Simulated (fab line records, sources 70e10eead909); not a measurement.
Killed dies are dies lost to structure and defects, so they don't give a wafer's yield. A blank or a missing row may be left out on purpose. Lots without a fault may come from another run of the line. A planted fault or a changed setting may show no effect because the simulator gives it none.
A struck lot beside a sound one | flow nand_harc | 20 steps out of a route of 1302
Sound: wafers L672.3, L672.5, L672.6. Struck: wafers L671.3, L671.4, L671.5. The cause comes at the end.
At each step with rows: each side's tool, then ch and its chambers, then its first start. Under that, the readings that differ: sound wafers | struck wafers | difference of the means | sigmas: that difference in standard deviations of wafers without a fault.
alike: readings whose means differ by less than 2 such deviations, and words and numbers that are the same on both sides. not compared: withheld readings, readings that some wafer has no value for, bounds like >300 that may hide the same value, and numbers for which the record gives no deviation and whose values overlap.
The two part at a step that has a row with sigmas, a row that says differs or no value, or rows on one side only. Numbers that don't overlap but have no deviation are shown without sigmas and don't part them. A reading that every wafer of one side lacks parts them only if that side has two wafers or more.

NHARC_P_GATE_CD_MEAS_59: target cd 720 nm.
  sound on cd_sem-02 ch 0, day 7 02:42; struck on cd_sem-03 ch 0, day 7 02:23
  alike: cd_nm
then, 1 step without rows for these wafers: NHARC_P_GATE_HARDBAKE_60 (time 80 s).
NHARC_P_GATE_DESCUM_61: chemistry O2, time 3 s.
  sound on rie_diel-08 ch 2,3, day 7 02:52; struck on rie_diel-08 ch 1,2,3, day 7 02:33
  alike: drypump_motor_current_A, mfc_ar_sccm, o2_flow_sccm, oes_product_au, rf_vpp_V, showerhead_plenum_p_Torr, throttle_valve_pct
  not compared: rf_hours_counter_h
then, 1 step without rows for these wafers: NHARC_P_GATE_IMPLANT_62.
NHARC_P_GATE_STRIP_112: strips in N2/H2, time 200 s.
  sound on plasma_asher-02 ch 0,1, day 7 03:21; struck on plasma_asher-01 ch 0,1, day 7 03:02
  alike: drypump_motor_current_A, heater_power_w
  not compared: rf_hours_counter_h
NHARC_P_GATE_STRIP_76: strips in O2.
  sound on plasma_asher-02 ch 0,1, day 7 03:31; struck on plasma_asher-01 ch 0,1, day 7 03:13
  alike: drypump_motor_current_A, heater_power_w
  not compared: rf_hours_counter_h
then, 6 steps without rows for these wafers: NHARC_P_GATE_STRIP_63 (strips in SPM, time 900 s); NHARC_P_GATE_DEHYDRATE_83 (time 120 s); NHARC_P_GATE_HMDS_84 (time 30 s); NHARC_P_GATE_COAT_85; NHARC_P_GATE_SOFTBAKE_86 (time 95 s); NHARC_P_GATE_EBR_87.
NHARC_P_GATE_EXPOSE_88: exposes mask P HVN, target cd 2000 nm.
  sound on krf_scanner-03 ch 0, day 7 04:15; struck on krf_scanner-02 ch 0, day 7 03:58
  reading               | sound                   | struck                           | difference | sigmas
  mask                  | P_HVN#0 P_HVN#0 P_HVN#0 | P_HVN_R1#0 P_HVN_R1#0 P_HVN_R1#0 | differs    |
  stage_vel_mm_s (mm/s) | 500.37 500.43 500.73    | 499.70 500.02 499.51             | -0.77      | -3
then, 2 steps without rows for these wafers: NHARC_P_GATE_PEB_89 (peb time 85 s); NHARC_P_GATE_DEVELOP_90 (time 70 s).
NHARC_P_GATE_CD_MEAS_91: target cd 2000 nm.
  sound on cd_sem-01 ch 0, day 7 04:24; struck on cd_sem-02 ch 0, day 7 04:07
  reading    | sound                | struck               | difference | sigmas
  cd_nm (nm) | 1998.9 2001.2 2000.3 | 1893.9 1895.7 1893.2 | -105.9     | -38
then, 1 step without rows for these wafers: NHARC_P_GATE_HARDBAKE_92 (time 80 s).
NHARC_P_GATE_DESCUM_93: chemistry O2, time 3 s.
  sound on rie_diel-13 ch 1,2,3, day 7 04:35; struck on rie_diel-08 ch 1,2,3, day 7 04:17
  reading                 | sound          | struck         | difference | sigmas
  model.P_GATE.cd_nm (nm) | 1999 2001 2001 | 1894 1896 1893 | -106       |
  alike: drypump_motor_current_A, mfc_ar_sccm, o2_flow_sccm, oes_product_au, rf_vpp_V, showerhead_plenum_p_Torr, throttle_valve_pct
  not compared: rf_hours_counter_h
then, 2 steps without rows for these wafers: NHARC_P_GATE_IMPLANT_94; NHARC_END_SORT_01.

WHERE THEY PART
First at NHARC_P_GATE_EXPOSE_88; last, within this record, at NHARC_P_GATE_CD_MEAS_91. Later steps at which nothing parts them and some readings are alike: NHARC_P_GATE_DESCUM_93.

WHY: what the simulator had put in
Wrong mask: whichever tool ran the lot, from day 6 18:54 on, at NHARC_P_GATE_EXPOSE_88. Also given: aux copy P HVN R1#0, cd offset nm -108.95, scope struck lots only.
